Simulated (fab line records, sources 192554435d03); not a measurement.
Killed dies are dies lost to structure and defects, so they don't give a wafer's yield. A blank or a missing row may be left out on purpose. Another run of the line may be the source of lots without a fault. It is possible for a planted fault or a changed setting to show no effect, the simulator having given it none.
Split-lot study	flow n5 finfet	21 wafers read from 7 lots, route of 1938 steps

## ABOUT THE SPLIT
At N5_BEOL_M0_CUTY_EXPOSE_54 (exposes mask M0 ABLK), the setting dose mj was moved away from the recipe's 36 on 4 of the 21 wafers read, by -7.1% to +5.4%. All remaining wafers had this setting at the recipe value.

## FROM THE SPLIT TO THE READING: what the file shows between them, 2 steps
- N5_BEOL_M0_CUTY_PEB_55: peb time 60 s
- N5_BEOL_M0_CUTY_DEVELOP_56: develop time 30 s

## THE READING
cd nm (nm) at N5_BEOL_M0_CUTY_CD_MEAS_57, where the cd target is 200 nm. On this fab line, fault-free wafers typically give 200.1 nm with a standard deviation of 0.87 nm.

wafer	tool, chamber at the split	dose mj as run	against the recipe	cd nm, nm	against lot-mates on the recipe
L083.1	arfi scanner-03, 0	36	recipe	201.6	-
L083.2	arfi scanner-03, 0	36	recipe	200.6	-
L083.6	arfi scanner-03, 0	36	recipe	201.0	-
L084.1	arfi scanner-03, 0	33.45	-7.1%	204.4	+4.0
L084.5	arfi scanner-03, 0	36	recipe	199.7	-
L084.6	arfi scanner-03, 0	36	recipe	201.2	-
L085.1	arfi scanner-01, 0	36	recipe	200.9	-
L085.2	arfi scanner-01, 0	36	recipe	201.2	-
L085.4	arfi scanner-01, 0	37.96	+5.4%	197.4	-3.7
L089.3	arfi scanner-02, 0	36	recipe	200.6	-
L089.4	arfi scanner-02, 0	36	recipe	199.7	-
L089.6	arfi scanner-02, 0	36	recipe	199.9	-
L090.2	arfi scanner-03, 0	36	recipe	201.1	-
L090.4	arfi scanner-03, 0	36	recipe	201.6	-
L090.5	arfi scanner-03, 0	35.32	-1.9%	202.6	+1.2
L092.1	arfi scanner-02, 0	36	recipe	199.5	-
L092.3	arfi scanner-02, 0	36	recipe	199.5	-
L092.5	arfi scanner-02, 0	36	recipe	199.5	-
L095.2	arfi scanner-01, 0	36	recipe	199.6	-
L095.5	arfi scanner-01, 0	34.25	-4.9%	203.4	+4.0
L095.6	arfi scanner-01, 0	36	recipe	199.2	-

FIT RESULTS
A straight line over all 21 wafers: cd nm changes by -0.589 nm for each +1% of dose mj; r = -0.86; the points scatter about the line by 0.81 nm.
The same after taking each lot's own level away (the mean of its wafers on the recipe; 21 wafers): -0.651 nm for each +1%; r = -0.96; scatter 0.43 nm.
That fit puts the effect of the largest move of dose mj on the reading at 4.6 nm.
The lots' own levels span 199.40 to 201.35 nm, that is 2.2 times the standard deviation above.
Consequently the slope shifts little with the lot-to-lot level, the two slopes agreeing.
Check: for one of the wafers moved furthest among these (-7.1%), held out of the fit, the line's prediction against its lot-mates is +5.22 nm. It came out at +3.95 nm against them.

## THESE WAFERS: OTHER SPLITS
Other splits were also applied to these wafers ahead of the reading. Each is held against what the fit with the lots' levels taken away leaves over:
other split on the same wafers	wafers away from the commonest value	r with cd nm (lot level and that fit taken away)
N5_HKMG_FIN_COAT_41 spin rpm	8	+0.10
N5_GATE_CUT_CUT_ETCH_54 icp w	8	+0.15
N5_GATE_CUT_ALD_22 ald cycles	7	+0.48
N5_MOL_CONTACT_COAG_SPUTTER_130 power w	7	+0.16
N5_BEOL_M0_SAQP_ILD_DEP_01 time s	4	+0.21
N5_BEOL_M0_SAQP_COAT_08 spin rpm	9	+0.24
N5_BEOL_M0_SAQP_ETCH_88 source w	6	+0.17

## THE WHOLE CHAIN: every reading that the file lists as answering this split, in the file's order
step	what it does	reading	change (the file's fit)	r (the file's)
N5_BEOL_M0_CUTY_CD_MEAS_57	target cd 200 nm	cd nm	-0.656 nm for each +1% of the setting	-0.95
N5_BEOL_M0_CUTY_ETCH_63	etches SOC in N2/H2, target depth 82.7 nm, overetch 16.5 nm, time 124 s	BEOL_M0_CUTY.cd offset nm (the simulator's own value, which no gauge read)	-0.639 nm for each +1% of the setting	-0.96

## FILE'S OWN FIT
cd nm changes by -0.656 nm for each +1% of dose mj, r = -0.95.
